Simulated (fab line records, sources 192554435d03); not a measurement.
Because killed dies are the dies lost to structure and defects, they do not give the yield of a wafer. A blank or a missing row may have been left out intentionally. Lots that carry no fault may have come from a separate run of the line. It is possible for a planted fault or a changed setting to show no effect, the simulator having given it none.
fab line records | flow n5Finfet
[record] lots = 5 wafers = 14 lastDay = 17
route steps=1938 shown DUMMY_GATE@222 BEOL_M4@1111
lots with no fault: from the same line, run without faults
startH: hours from the record's opening day to when the first of the lot's shown wafers began | waitH: time in hours since the lot's previous step | " repeats the value in the row above | L1.1+2: several wafers, shown together as one row | - value missing, or start not given | * or withheld: withheld | < > ~ a bound
route shown NAME@n: NAME is a module with steps in the file, n the number in the route of the first one | usual: mean/standard deviation of fault-free wafers | same: alike in all rows | chamber/n: place in a boat | sites: per-site readings | _std_site: the values' standard deviation | _edge_site: mean of outer sites minus mean of inner sites | radiusMm: for every site, how far away it sits from the centre of the wafer | mask NAME#n: copy n | behind: the last tool/chamber to shape the wafer | hold: reason for holding the lot/hours on hold/outcome of the hold | device: names the non-switching transistor (n, p or np) | end of line: the tests these same wafers got at the end of their route | a step with no rows: only its recipe | killed: not the wafer's yield, but the dies lost to structure and defects at the first sort | map: a wafer's dies, x killed, . not, _ none there
set.NAME: setting as actually run; set.NAME@STEP: the setting as run at that earlier step | model.NAME: the simulator's own value behind a step, which no gauge read
a table for each step, a row for each wafer; lots at some steps of the route
services: from which hour (startH, from the record's first day; less than 0 if before it) a tool's chamber was out of use, for how many hours, and why
[[steps]]
[step N5_DUMMY_GATE_COAT_34]
[recipe] resist = SOC tempC = 250 timeS = 60 spinRpm = 1500 resistThkNm = 60
[step N5_DUMMY_GATE_COAT_35]
[recipe] resist = SiARC tempC = 220 timeS = 60 spinRpm = 1500 resistThkNm = 10
[step N5_DUMMY_GATE_COAT_28]
[recipe] resist = underlayer tempC = 205 timeS = 60 spinRpm = 1500 resistThkNm = 10
[step N5_DUMMY_GATE_COAT_09]
[recipe] resist = CAR-EUV spinRpm = 1500 resistThkNm = 30
[step N5_DUMMY_GATE_EBR_11]
[recipe] solvent = PGMEA ebrWidthMm = 1.5
[step N5_DUMMY_GATE_SOFTBAKE_10]
[recipe] tempC = 110 timeS = 60 resist = CAR-EUV
[step N5_DUMMY_GATE_EXPOSE_12]
[recipe] maskId = GATE na = 0.33 sourceShape = annular sigmaInner = 0.2 sigmaOuter = 0.6 polarization = unpolarized targetCdNm = 25 doseMj = 34
[step N5_DUMMY_GATE_PEB_13]
[recipe] pebTempC = 100 pebTimeS = 60 resist = CAR-EUV
[step N5_DUMMY_GATE_DEVELOP_14]
[recipe] developTimeS = 30 developer = TMAH resist = CAR-EUV rinseLiquid = surfactantRinse dry = airSpin devTempC = 23
[step N5_DUMMY_GATE_CD_MEAS_15]
[recipe] targetCdNm = 25.8 landingEnergyEv = 500 detector = seInlens
[usual] cdNm = 24.94/0.21
[same] landingEnergyEv = 500
// columns lot.wafer tool chamber startH waitH cdNm
L265.2 cdSem-01 0 91.29 - 24.89
L265.4 " 0 " " 24.90
L265.5 " 0 " " 24.99
L267.1 cdSem-02 0 100.76 - 24.83
L267.2 " 0 " " 24.88
L267.5 " 0 " " 24.79
L275.2 cdSem-03 0 150.04 - 24.93
L275.5 " 0 " " 24.80
L280.2 cdSem-01 0 177.17 - 25.35
L280.3 " 0 " " 24.92
L280.4 " 0 " " 25.42
L281.3 cdSem-03 0 182.55 - 24.86
L281.4 " 0 " " 24.84
L281.5 " 0 " " 25.08
[step N5_DUMMY_GATE_OVL_MEAS_16]
[recipe] pointsPerWafer = 522
[usual] GATE_OVL = -0.2/0.69
// columns lot.wafer tool chamber startH waitH GATE_OVL[nm]
L265.2 overlay-01 0 91.34 0.0 -0.8
L265.4 " 0 " " -0.4
L265.5 " 0 " " -0.2
L267.1 overlay-02 0 100.80 0.0 0.5
L267.2 " 0 " " -0.8
L267.5 " 0 " " -0.3
L275.2 overlay-01 0 150.08 0.0 -0.6
L275.5 " 0 " " 0.0
L280.2 overlay-01 0 177.21 0.0 0.2
L280.3 " 0 " " -1.0
L280.4 " 0 " " 0.5
L281.3 overlay-02 0 182.60 0.0 0.4
L281.4 " 0 " " -0.2
L281.5 " 0 " " 0.4
[step N5_DUMMY_GATE_INSPECT_17]
[recipe] mode = adi inspectInstrument = brightfield
[usual] rawDefectCount = 210/65
// columns lot.wafer tool chamber startH waitH rawDefectCount
L265.2 defectInspect-02 - 91.39 0.0 154
L265.4 " - " " 140
L265.5 " - " " 176
L267.1 defectInspect-01 - 100.86 0.1 214
L267.2 " - " " 237
L267.5 " - " " 209
L275.2 defectInspect-01 - 150.13 0.0 216
L275.5 " - " " 223
L280.2 defectInspect-01 - 177.27 0.0 146
L280.3 " - " " 233
L280.4 " - " " 204
L281.3 defectInspect-02 - 182.65 0.0 302
L281.4 " - " " 368
L281.5 " - " " 545
[step N5_DUMMY_GATE_DESCUM_20]
[recipe] chemistry = O2 timeS = 6.2 sourcePowerW = 50 biasPowerW = 20 pressureMtorr = 20 rfFrequencyHz = 2.712e+07 tempC = 40 resist = CAR-EUV o2FlowSccm = 225
[usual] drypumpMotorCurrentA = 5.8/0.35 oesProductAu = 0.78/0.087 rfVppV = 243.3/1.4 showerheadPlenumPTorr = 2.11/0.078 throttleValvePct = 20.45/0.24
// columns lot.wafer tool chamber startH waitH drypumpMotorCurrentA oesProductAu rfHoursCounterH rfVppV showerheadPlenumPTorr throttleValvePct model.CAR-EUV_of_DUMMY_GATE_COAT_09.thkNm
L265.2 rieDiel-01 0 91.42 0.0 5.1 0.96 8 242.5 2.03 20.22 26.4
L265.4 " 2 " " 5.6 0.76 163 245.0 2.18 20.40 26.6
L265.5 " 0 " " 5.1 0.95 - 242.7 2.03 20.23 26.6
L267.1 rieDiel-02 3 100.90 0.0 5.6 0.70 218 243.9 2.16 20.62 26.6
L267.2 " 0 " " 5.6 0.73 193 240.1 2.00 20.24 26.6
L267.5 " 3 " " 5.5 0.69 - 243.5 2.16 20.63 26.4
L275.2 rieDiel-02 2 150.17 0.0 6.0 0.84 66 241.5 2.04 20.22 26.4
L275.5 " 3 " " 5.6 0.68 - 243.6 2.16 20.67 26
L280.2 rieDiel-01 0 177.30 0.0 5.1 0.90 32 242.4 2.02 20.25 26.6
L280.3 " 3 " " 6.2 0.83 56 244.4 2.21 20.33 26.4
L280.4 " 2 " " 5.6 0.74 188 244.0 2.17 20.43 26.4
L281.3 rieDiel-06 2 182.69 0.0 5.9 0.79 101 243.3 2.19 20.42 26.4
L281.4 " 0 " " 5.6 0.77 176 244.7 2.09 20.54 26.4
L281.5 " 3 " " 6.4 0.72 - 243.7 2.18 20.71 26.4
[step N5_DUMMY_GATE_ETCH_29]
[recipe] chemistry = N2/H2 target = underlayer targetDepthA = 130 ionEnergyEv = 200 pressureMtorr = 30 sourceW = 840 biasW = 150 n2FlowSccm = 200 h2FlowSccm = 200
[usual] drypumpMotorCurrentA = 5.8/0.35 oesProductAu = 0.78/0.089 rfVppV = 524.4/2.7 showerheadPlenumPTorr = 2.56/0.095 throttleValvePct = 17.89/0.29
// columns lot.wafer tool chamber startH waitH drypumpMotorCurrentA oesProductAu rfHoursCounterH rfVppV showerheadPlenumPTorr throttleValvePct
L265.2 rieDiel-01 0 91.49 0.0 5.1 0.97 8 522.6 2.49 17.69
L265.4 " 2 " " 5.6 0.75 163 526.8 2.66 17.98
L265.5 " 0 " " 5.1 0.96 - 523.4 2.49 17.69
L267.1 rieDiel-02 3 100.96 0.0 5.5 0.71 218 526.9 2.62 18.10
L267.2 " 0 " " 5.6 0.74 193 520.1 2.41 17.54
L267.5 " 3 " " 5.5 0.71 - 526.3 2.62 18.09
L275.2 rieDiel-02 2 150.23 0.0 5.9 0.85 66 522.0 2.46 17.59
L275.5 " 3 " " 5.6 0.70 - 527.7 2.62 18.12
L280.2 rieDiel-01 0 177.36 0.0 5.1 0.91 32 524.5 2.48 17.74
L280.3 " 3 " " 6.2 0.82 56 528.0 2.70 17.95
L280.4 " 2 " " 5.6 0.73 188 525.8 2.65 18.03
L281.3 rieDiel-06 2 182.75 0.0 6.0 0.79 101 526.6 2.68 18.02
L281.4 " 0 " " 5.6 0.74 176 523.8 2.53 18.01
L281.5 " 3 " " 6.4 0.72 - 527.3 2.60 17.76
[step N5_BEOL_M4_RC_MEAS_101]
[usual] DIBL_N = 36.3/1.7 DIBL_P = 36.3/2.2 IOFF_N = 0.16/0.034 IOFF_P = 0.21/0.038 ION_N = 673/13 ION_P = 461/8.3 SS_N = 71.5/0.55 SS_P = 73.3/0.67 VT_N = 250/3.4 VT_P = -251/3.5
// columns lot.wafer tool chamber startH waitH DIBL_N[mV/V] DIBL_P[mV/V] IOFF_N[nA/um] IOFF_P[nA/um] ION_N[uA/um] ION_P[uA/um] SS_N[mV/dec] SS_P[mV/dec] VT_N[mV] VT_P[mV]
L265.2 prober-02 0 211.30 0.2 35.7 35.2 0.17 0.20 668 454 71.6 73.0 246 -249
L265.4 " 0 " " 39.1 39.4 0.24 0.28 683 470 72.6 74.1 242 -246
L265.5 " 0 " " 36.0 35.3 0.16 0.20 663 451 71.6 72.8 251 -250
L267.1 prober-01 0 213.31 0.0 36.6 36.1 0.16 0.25 689 476 71.6 73.4 252 -247
L267.2 " 0 " " 37.3 36.6 0.18 0.24 680 474 72.1 73.7 245 -247
L267.5 " 0 " " 36.4 35.5 0.16 0.24 687 476 72.0 73.6 247 -245
L275.2 prober-02 0 268.37 0.2 36.4 35.5 0.16 0.16 674 454 71.8 73.3 248 -258
L275.5 " 0 " " 36.7 34.5 0.15 0.15 668 450 71.6 73.4 253 -258
L280.2 prober-02 0 293.68 0.2 34.7 33.2 0.13 0.17 672 465 71.0 72.7 251 -253
L280.3 " 0 " " 34.6 33.3 0.12 0.18 659 459 71.3 73.0 252 -252
L280.4 " 0 " " 34.2 32.1 0.12 0.17 667 465 70.8 72.1 254 -248
L281.3 prober-02 0 297.27 0.3 36.1 36.6 0.15 0.19 679 466 71.0 73.1 251 -254
L281.4 " 0 " " 38.2 39.3 0.19 0.23 681 462 71.0 73.7 249 -252
L281.5 " 0 " " 35.2 33.9 0.13 0.16 653 449 71.6 73.1 252 -255
[[services]]
// columns tool chamber startH hours kind
rieDiel-06 0 67.60 9.2 repair
rieDiel-02 1 74.99 10.1 repair
rieDiel-02 1 85.11 - clean
rieDiel-02 1 85.11 - consumableReplace:focusRing
rieDiel-02 1 85.11 16.8 scheduledDown
rieDiel-02 1 85.11 16.8 ventCycle
rieDiel-02 1 111.75 17.4 repair
rieDiel-01 3 135.36 4.7 repair
rieDiel-01 0 137.90 2.9 repair
rieDiel-02 1 157.42 4.3 repair
[[key]]
firstSign none at tools or gauges
[modelEffect] step = N5_DUMMY_GATE_DESCUM_20 value = CAR-EUV_of_DUMMY_GATE_COAT_09.thkNm without = 26.4 struck = 26
metAt N5_DUMMY_GATE_DESCUM_20
struckWafers L275.5
onsetBetween 100.90 150.17
[fault] kind = processParameterDrift tool = rieDiel-02 chamber = - onsetH = 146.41 steps = N5_DUMMY_GATE_DESCUM_20 channel = timeS offset = * shape = step endH = 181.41 scope = struckWafersOnly actsIn = * stated = *
